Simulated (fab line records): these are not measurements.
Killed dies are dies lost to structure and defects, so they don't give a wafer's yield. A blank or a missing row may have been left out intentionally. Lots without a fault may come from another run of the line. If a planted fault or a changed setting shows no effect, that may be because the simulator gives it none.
Matching of chambers | flow n5 finfet | cvd co-01 running N5_BEOL_M4_PRE_CLEAN_60: 3 sister chambers
The step time 15 s. 20 wafers are shown with their chamber, then 10 later ones without.

## WAFERS PAIRED WITH THEIR CHAMBERS
wafer  | chamber | heater power w (W)
L074.1 | 0       | 66
L074.3 | 1       | 76
L074.5 | 2       | 45
L075.3 | 2       | 47
L075.5 | 0       | 67
L075.6 | 1       | 77
L076.1 | 1       | 78
L076.4 | 1       | 77
L076.5 | 2       | 47
L080.1 | 1       | 76
L080.2 | 2       | 45
L080.6 | 0       | 67
L079.1 | 2       | 46
L079.2 | 1       | 75
L079.3 | 0       | 67
L079.4 | 2       | 46
L079.5 | 0       | 67
L079.6 | 1       | 76
L081.2 | 0       | 68
L081.4 | 0       | 66

SIGNATURES, as means of the wafers listed above
reading        | chamber 0 | chamber 1 | chamber 2 | scatter within a chamber
heater power w | 66.86     | 76.43     | 46.00     | 0.86
Rule: a wafer lies at a distance from a chamber equal to the root of the sum of squares, over the readings, of (its reading less the chamber's mean, divided by the reading's scatter). If the next closest chamber is less than 2 further off than the closest, the wafer can't be placed; otherwise it belongs to the closest. The scatter: the root of (the sum of the squares of (reading less its chamber's mean) over the shown wafers, divided by (wafers less chambers)).

## WAFERS WITH NO CHAMBER GIVEN
wafer  | heater power w (W)
L081.5 | 76
L084.1 | 69
L084.3 | 76
L084.5 | 67
L083.1 | 46
L083.3 | 69
L083.5 | 76
L097.1 | 66
L097.2 | 46
L097.4 | 66

## THE CHAMBER EACH PASSED THROUGH
wafer  | from the rows above | in truth
L081.5 | 1                   | 1
L084.1 | 0                   | 0
L084.3 | 1                   | 1
L084.5 | 0                   | 0
L083.1 | 2                   | 2
L083.3 | 0                   | 0
L083.5 | 1                   | 1
L097.1 | 0                   | 0
L097.2 | 2                   | 2
L097.4 | 0                   | 0
10 of 10 placed correctly. Not placeable from these rows: 0. Wrongly placed: 0.
